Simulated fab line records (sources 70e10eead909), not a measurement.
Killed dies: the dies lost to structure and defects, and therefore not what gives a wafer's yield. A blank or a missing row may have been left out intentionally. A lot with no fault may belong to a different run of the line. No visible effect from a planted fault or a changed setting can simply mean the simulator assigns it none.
fab line records	flow nand-harc
record: lots: 13	wafers: 39	last-day: 24
route steps=1159 shown A_WL_FILL@811 THIN_TSV@1130 END@1159
lots that met no fault: taken from a fault-free run of the same line
start-h: start of the lot's first displayed wafer, in hours after the record's first day	wait-h: hours since the lot's step before	" as in the row above	L1.1+2: several wafers, shown together as one row	- no value, or no start given	* or withheld: withheld	< > ~ a bound
route shown NAME@n: NAME is a module with steps in the file, n the number in the route of the first one	usual: mean/standard deviation of fault-free wafers	same: alike in all rows	chamber/n: place in a boat	sites: per-site readings	_std_site: their standard deviation	_edge_site: mean of outer sites minus mean of inner sites	radius-mm: for every site, how far away it sits from the centre of the wafer	mask NAME#n: copy n	behind: the tool/chamber that last shaped the wafer	hold: why the lot went on hold/how many hours it stayed there/how the hold came to an end	device: names the non-switching transistor (n, p or np)	end of line: the same wafers' tests at the end of the route	step lacking rows: just its recipe	killed: count of dies lost to structure and defects at first sort (not the wafer's yield)	map: dies across one wafer; x = killed, . = not, _ = none there
set.NAME: the setting as run; set.NAME@STEP: as run at that earlier step	model.NAME: the simulator's own value behind a step, which no gauge read
one table for each step of the route and one row for each wafer, over a sample of lots
services: a tool's chamber out of use, with start hour (start-h, from the record's first day; less than 0 if before it), hours out, and reason
== steps ==
step: NHARC_A_WL_FILL_ALD_02
recipe: target-thk-a: 20	pulse-time-s: 3	ald-cycles: 100	temp-c: 450	material: TiN
usual: heater-power-outer-w: 717/99	heater-power-w: 1125/140	precursor-pulse-height-rel: 0.999/0.018
lot.wafer	tool	chamber	start-h	wait-h	heater-power-outer-w	heater-power-w	precursor-pulse-height-rel
L457.3	ald-metal-02	1	333.69	0.2	799	1276	1.001
L457.6	"	2	"	"	726	1117	1.000
L457.4	"	1	"	"	803	1295	0.982
L456.4	ald-metal-04	1	333.75	0.1	612	952	1.004
L456.1	"	2	"	"	951	1482	0.993
L456.6	"	1	"	"	616	934	1.003
L459.3	ald-metal-02	2	339.70	0.1	707	1097	1.002
L459.1	"	1	"	"	794	1306	1.013
L459.4	"	2	"	"	722	1093	1.031
L462.2	ald-metal-02	2	379.03	0.2	735	1130	0.989
L462.3	"	0	"	"	637	1073	0.975
L462.4	"	2	"	"	735	1173	1.010
L463.1	ald-metal-02	0	384.24	0.2	627	1093	0.956
L463.6	"	1	"	"	784	1250	1.010
L463.5	"	2	"	"	755	1149	1.028
L464.4	ald-metal-04	3	384.45	0.1	659	973	0.994
L464.1	"	1	"	"	595	951	0.986
L464.5	"	3	"	"	638	975	1.009
L465.1	ald-metal-02	0	392.45	0.2	659	1091	1.000
L465.3	"	2	"	"	723	1146	1.006
L465.5	"	3	"	"	643	1089	0.985
L469.4	ald-metal-02	3	409.92	0.1	629	1062	0.988
L469.1	"	0	"	"	635	1100	1.013
L469.2	"	1	"	"	777	1268	1.012
L468.2	ald-metal-02	1	410.58	0.3	792	1262	1.001
L468.5	"	2	"	"	759	1124	1.003
L468.6	"	3	"	"	636	1048	0.983
L470.4	ald-metal-02	2	417.59	0.1	730	1130	0.993
L470.2	"	3	"	"	628	1067	0.998
L470.1	"	0	"	"	640	1072	1.002
L472.1	ald-metal-02	2	431.74	0.2	727	1119	0.982
L472.3	"	3	"	"	642	1044	0.959
L472.5	"	2	"	"	736	1154	1.025
L478.1	ald-metal-03	0	460.93	0.2	746	1083	1.016
L478.4	"	2	"	"	654	1054	0.993
L478.6	"	3	"	"	601	936	1.081
L479.4	ald-metal-03	1	479.72	0.1	785	1125	1.010
L479.3	"	3	"	"	600	969	1.010
L479.5	"	1	"	"	755	1138	1.006
step: NHARC_THIN_TSV_PVD_51
recipe: target-thk-a: 1000	chamber-pressure-pa: 5	material: Cu
usual: throttle-valve-pct: 29.3/1.2
lot.wafer	tool	chamber	start-h	wait-h	throttle-valve-pct
L456.1	pvd-sputter-03	-	-	-	30.6
L456.4	"	-	"	"	30.6
L456.6	"	-	"	"	31.0
L457.4	pvd-sputter-02	-	-	-	28.4
L457.3	"	-	"	"	29.7
L457.6	"	-	"	"	28.5
L459.3	pvd-sputter-02	-	-	-	29.7
L459.1	"	-	"	"	26.9
L459.4	"	-	"	"	28.7
L462.4	pvd-sputter-01	-	-	-	30.0
L462.2	"	-	"	"	28.2
L462.3	"	-	"	"	29.0
L464.1	pvd-sputter-03	-	-	-	30.2
L464.4	"	-	"	"	30.1
L464.5	"	-	"	"	31.4
L463.1	pvd-sputter-01	-	-	-	30.3
L463.6	"	-	"	"	29.6
L463.5	"	-	"	"	28.6
L465.1	pvd-sputter-02	-	-	-	29.7
L465.3	"	-	"	"	28.7
L465.5	"	-	"	"	29.9
L469.2	pvd-sputter-03	-	-	-	30.5
L469.4	"	-	"	"	30.4
L469.1	"	-	"	"	30.2
L468.2	pvd-sputter-01	-	-	-	28.3
L468.5	"	-	"	"	30.2
L468.6	"	-	"	"	29.8
L470.4	pvd-sputter-03	-	-	-	30.4
L470.2	"	-	"	"	30.3
L470.1	"	-	"	"	30.3
L472.3	pvd-sputter-02	-	-	-	29.4
L472.1	"	-	"	"	28.5
L472.5	"	-	"	"	27.0
L478.4	pvd-sputter-02	-	-	-	28.6
L478.1	"	-	"	"	30.1
L478.6	"	-	"	"	27.3
L479.3	pvd-sputter-01	-	-	-	28.5
L479.4	"	-	"	"	30.2
L479.5	"	-	"	"	28.6
step: NHARC_THIN_TSV_PRE_CLEAN_54
recipe: time-s: 30	temp-c: 280	gas: H2/He
usual: heater-power-w: 407/25
lot.wafer	tool	chamber	start-h	wait-h	heater-power-w
L456.1	pvd-sputter-03	-	422.04	0.1	403
L456.4	"	-	"	"	388
L456.6	"	-	"	"	400
L457.4	pvd-sputter-03	-	436.72	0.1	395
L457.3	"	-	"	"	440
L457.6	"	-	"	"	408
L459.1	pvd-sputter-01	-	439.01	0.1	468
L459.4	"	-	"	"	437
L459.3	"	-	"	"	404
L462.4	pvd-sputter-02	-	477.11	0.0	402
L462.2	"	-	"	"	424
L462.3	"	-	"	"	405
L464.1	pvd-sputter-02	-	479.37	0.1	397
L464.4	"	-	"	"	421
L464.5	"	-	"	"	410
L463.1	pvd-sputter-02	-	482.64	0.1	409
L463.5	"	-	"	"	406
L463.6	"	-	"	"	377
L465.3	pvd-sputter-01	-	495.62	0.1	476
L465.1	"	-	"	"	430
L465.5	"	-	"	"	407
L469.2	pvd-sputter-02	-	500.46	0.1	398
L469.4	"	-	"	"	413
L469.1	"	-	"	"	435
L468.2	pvd-sputter-03	-	509.87	0.1	420
L468.6	"	-	"	"	420
L468.5	"	-	"	"	384
L470.1	pvd-sputter-02	-	519.86	0.0	401
L470.4	"	-	"	"	385
L470.2	"	-	"	"	402
L472.1	pvd-sputter-02	-	538.26	0.1	383
L472.3	"	-	"	"	411
L472.5	"	-	"	"	389
L478.1	pvd-sputter-03	-	553.61	0.1	421
L478.4	"	-	"	"	383
L478.6	"	-	"	"	402
L479.3	pvd-sputter-03	-	571.55	0.0	405
L479.4	"	-	"	"	411
L479.5	"	-	"	"	404
step: NHARC_THIN_TSV_ETCH_36
recipe: target-depth-a: 650	over-etch-frac: 0.3	time-s: 18.571	ion-energy-ev: 150	chemistry: Cl2/BCl3
usual: chamber-pressure-mTorr: 9.999/0.0086	drypump-motor-current-A: 5.7/0.58	oes-product-au: 1.001/0.0098
same: over-etch-frac: 0.3
lot.wafer	tool	chamber	start-h	wait-h	chamber-pressure-mTorr	drypump-motor-current-A	oes-product-au	rf-hours-counter-h
L456.1	rie-metal-01	0	423.66	0.2	10.007	4.9	0.984	2.8
L456.4	"	0	"	"	9.994	5.0	0.991	-
L456.6	"	0	"	"	9.996	4.9	0.983	-
L457.4	rie-metal-03	0	438.34	0.2	10.002	5.9	1.012	-
L457.3	"	1	"	"	9.982	6.3	0.994	-
L457.6	"	0	"	"	9.995	5.9	1.011	-
L459.1	rie-metal-02	0	440.48	0.2	10.000	4.9	1.015	1.6
L459.3	"	0	"	"	10.016	4.9	1.017	-
L459.4	"	1	"	"	9.994	5.6	0.997	-
L462.2	rie-metal-01	1	478.72	0.2	10.009	6.3	0.995	4.1
L462.4	"	1	"	"	10.006	6.3	1.006	-
L462.3	"	0	"	"	9.997	5.0	1.002	-
L464.1	rie-metal-03	1	481.00	0.2	9.990	6.3	0.996	0.9
L464.4	"	0	"	"	10.001	5.9	1.010	-
L464.5	"	1	"	"	9.998	6.3	0.982	-
L463.1	rie-metal-03	0	484.27	0.2	10.000	5.9	1.014	1.1
L463.5	"	0	"	"	10.005	5.9	1.003	-
L463.6	"	1	"	"	9.995	6.3	1.000	-
L465.1	rie-metal-03	1	497.22	0.2	10.010	6.3	1.006	1.3
L465.3	"	1	"	"	9.985	6.3	1.010	-
L465.5	"	1	"	"	9.991	6.3	0.999	-
L469.1	rie-metal-03	1	502.07	0.2	9.997	6.3	1.002	1.6
L469.2	"	0	"	"	9.999	5.9	1.005	1.6
L469.4	"	0	"	"	9.983	5.9	1.012	-
L468.2	rie-metal-03	1	511.45	0.2	10.009	6.3	1.008	2.1
L468.5	"	1	"	"	9.988	6.3	1.001	-
L468.6	"	0	"	"	10.003	5.9	1.021	-
L470.1	rie-metal-01	0	521.36	0.2	9.998	4.9	0.988	0.2
L470.2	"	1	"	"	9.983	6.3	0.987	0.2
L470.4	"	1	"	"	10.000	6.3	1.004	-
L472.1	rie-metal-01	1	539.77	0.2	10.006	6.3	0.986	0.6
L472.3	"	1	"	"	9.982	6.3	1.000	-
L472.5	"	0	"	"	10.003	5.0	0.993	-
L478.1	rie-metal-02	1	555.23	0.2	10.005	5.6	1.001	4.7
L478.4	"	1	"	"	10.015	5.7	0.997	-
L478.6	"	0	"	"	9.980	4.9	1.002	-
L479.4	rie-metal-03	1	573.16	0.1	10.004	6.3	1.012	-
L479.3	"	0	"	"	9.999	5.9	1.013	-
L479.5	"	0	"	"	10.009	6.0	1.012	-
step: NHARC_END_SORT_01
recipe: temp-c: 25
usual: killed-at-array: 29/13	killed-at-other: 0.7/1	killed-at-periphery: 3.2/2.3	killed-dies: 33/13	killed-open: 3.3/1.7	killed-short: 2.0/1.5
same: gross-dies: 677
lot.wafer	tool	chamber	start-h	wait-h	killed-at-array	killed-at-other	killed-at-periphery	killed-dies	killed-open	killed-short
L456.1	prober-02	0	438.24	2.5	22	0	1	23	3	1
L456.4	prober-02	0	440.64	3.4	19	0	4	23	4	2
L456.6	prober-02	0	442.24	4.0	25	1	3	29	5	2
L468.2	prober-02	0	521.94	2.8	98	0	2	100	6	4
L468.5	prober-02	0	524.35	3.7	68	0	1	69	3	5
L468.6	prober-02	0	525.16	4.0	122	0	2	124	3	2
L470.1	prober-01	0	529.70	2.5	52	3	3	58	5	3
L470.2	prober-01	0	530.52	2.8	108	3	4	115	6	2
L470.4	prober-01	0	532.16	3.5	55	4	1	60	3	1
L472.1	prober-01	0	548.24	2.5	66	2	0	68	1	0
L472.3	prober-01	0	549.84	3.1	121	2	2	125	2	1
L472.5	prober-01	0	551.45	3.7	71	2	4	77	4	2
killed by level:class
L456.1 A_SLIT:chamber-film-flake=12 A_STAIRCASE:chamber-film-flake=3 A_CONTACT:geometric-particle:open=2 A_WL_FILL:chamber-film-flake=2 P_M0:geometric-particle:open=1 A_ONON_D1:geometric-particle:short=1 A_ZERO_WELL:chamber-film-flake=1 A_CONTACT:chamber-film-flake=1
L456.4 A_SLIT:chamber-film-flake=5 A_STAIRCASE:chamber-film-flake=3 A_WL_FILL:chamber-film-flake=3 P_GATE:chamber-film-flake=2 A_CHANNEL_HOLE_D1:chamber-film-flake=2 P_GATE:geometric-particle:open=1 P_CONTACT:geometric-particle:open=1 A_ONON_D1:geometric-particle:short=1
L456.6 A_SLIT:chamber-film-flake=10 A_CONTACT:chamber-film-flake=5 A_CHANNEL_HOLE_D1:chamber-film-flake=2 A_M0:chamber-film-flake=2 P_GATE:geometric-particle:short=1 P_CONTACT:geometric-particle:open=1 A_WL_FILL:geometric-particle:short=1 A_CONTACT:geometric-particle:open=1
L468.2 A_WL_FILL:unspecified=67 A_CHANNEL_HOLE_D1:chamber-film-flake=17 A_CONTACT:chamber-film-flake=4 A_CONTACT:geometric-particle:open=2 A_M1:geometric-particle:short=2 A_M1:geometric-particle:open=2 P_M1:chamber-film-flake=2 A_CHANNEL_FILL_D1:geometric-particle:open=1
L468.5 A_WL_FILL:unspecified=44 A_CHANNEL_HOLE_D1:chamber-film-flake=8 A_CONTACT:chamber-film-flake=7 A_CONTACT:geometric-particle:short=2 A_ZERO_WELL:chamber-film-flake=2 P_M0:geometric-particle:open=1 A_SGD_CUT:geometric-particle:short=1 A_WL_FILL:geometric-particle:short=1
L468.6 A_WL_FILL:unspecified=89 A_CHANNEL_HOLE_D1:chamber-film-flake=20 A_CONTACT:chamber-film-flake=5 A_ZERO_WELL:chamber-film-flake=3 P_M0:geometric-particle:short=1 A_CHANNEL_HOLE_D1:geometric-particle:open=1 A_CHANNEL_FILL_D1:geometric-particle:open=1 A_STAIRCASE:geometric-particle:open=1
L470.1 A_WL_FILL:unspecified=34 A_CHANNEL_HOLE_D1:chamber-film-flake=7 A_STAIRCASE:chamber-film-flake=4 THIN_TSV:chamber-film-flake=3 P_M2:geometric-particle:open=2 A_CONTACT:chamber-film-flake=2 P_M0:geometric-particle:short=1 A_ONON_D1:geometric-particle:open=1
L470.2 A_WL_FILL:unspecified=92 A_CHANNEL_HOLE_D1:chamber-film-flake=6 THIN_TSV:chamber-film-flake=3 P_CONTACT:geometric-particle:open=2 P_STI:chamber-film-flake=2 A_CONTACT:chamber-film-flake=2 A_CHANNEL_FILL_D1:geometric-particle:short=1 A_CHANNEL_FILL_D1:geometric-particle:open=1
L470.4 A_WL_FILL:unspecified=40 A_CONTACT:chamber-film-flake=5 THIN_TSV:chamber-film-flake=4 A_CHANNEL_HOLE_D1:chamber-film-flake=2 A_STAIRCASE:chamber-film-flake=2 A_SOURCE_PLATE:geometric-particle:short=1 A_CHANNEL_FILL_D1:geometric-particle:open=1 A_CONTACT:geometric-particle:open=1
L472.1 A_WL_FILL:unspecified=49 A_CHANNEL_HOLE_D1:chamber-film-flake=14 THIN_TSV:chamber-film-flake=2 A_WL_FILL:geometric-particle:open=1 A_STAIRCASE:chamber-film-flake=1 A_CONTACT:chamber-film-flake=1
L472.3 A_WL_FILL:unspecified=95 A_CHANNEL_HOLE_D1:chamber-film-flake=19 A_CONTACT:chamber-film-flake=5 THIN_TSV:chamber-film-flake=2 P_CONTACT:geometric-particle:open=1 A_ONON_D1:geometric-particle:short=1 A_WL_FILL:geometric-particle:open=1 P_GATE:chamber-film-flake=1
L472.5 A_WL_FILL:unspecified=47 A_CHANNEL_HOLE_D1:chamber-film-flake=19 P_STI:chamber-film-flake=3 A_ONON_D1:geometric-particle:open=2 A_CONTACT:geometric-particle:open=2 THIN_TSV:chamber-film-flake=2 P_M0:geometric-particle:short=1 A_SGD_CUT:geometric-particle:short=1
== services ==
tool	chamber	start-h	hours	kind
ald-metal-02	3	311.97	77.0	repair
ald-metal-02	-	312.04	2.2	repair
pvd-sputter-01	-	327.95	0.7	repair
rie-metal-01	-	332.00	9.0	pm
pvd-sputter-01	-	336.02	10.0	pm
rie-metal-03	-	340.25	1.1	repair
pvd-sputter-02	-	353.17	1.7	repair
ald-metal-02	-	364.00	10.0	pm
rie-metal-03	-	387.79	0.2	repair
pvd-sputter-02	-	392.05	10.0	pm
pvd-sputter-01	-	413.62	4.7	repair
rie-metal-03	0	413.84	2.9	repair
pvd-sputter-02	-	416.34	1.0	repair
pvd-sputter-02	-	420.97	1.0	repair
ald-metal-02	1	427.73	1.9	repair
ald-metal-02	1	430.41	4.5	repair
rie-metal-03	-	453.00	9.0	pm
pvd-sputter-03	-	458.00	10.0	pm
ald-metal-02	0	463.65	1.7	repair
pvd-sputter-02	-	508.30	4.1	repair
pvd-sputter-01	-	514.02	10.0	pm
ald-metal-02	-	542.00	10.0	pm
pvd-sputter-02	-	560.28	5.3	repair
pvd-sputter-02	-	570.05	10.0	pm
== key ==
first-sign: step: NHARC_END_SORT_01	reading: killed-at-array	direction: up	sigmas: 4.4	usual: 29	struck: 85
effect: step: NHARC_END_SORT_01	reading: killed-dies	direction: up	sigmas: 4.3	usual: 33	struck: 88
more-kills-born-at: NHARC_A_WL_FILL_ALD_02@ald-metal-02: 557
met-at NHARC_A_WL_FILL_ALD_02
struck-lots L468,L470,L472
tester-left-out L468,L470,L472
not-acting-at NHARC_THIN_TSV_PVD_51,NHARC_THIN_TSV_PRE_CLEAN_54,NHARC_THIN_TSV_ETCH_36
onset-between 409.92 410.58
fault: kind: chamber-particle-source	tool: ald-metal-02	chamber: -	onset-h: 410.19	steps: NHARC_A_WL_FILL_ALD_02	rate-per-visit-cm2: 1.1027	end-h: 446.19
tester-left-out: of these lots the tester's yield and bins aren't shown, on N5 and GAA mostly nor the transistor test; their killed dies are dies lost to structure and defects alone, not to doping, threshold or leakage, so they don't give the yield
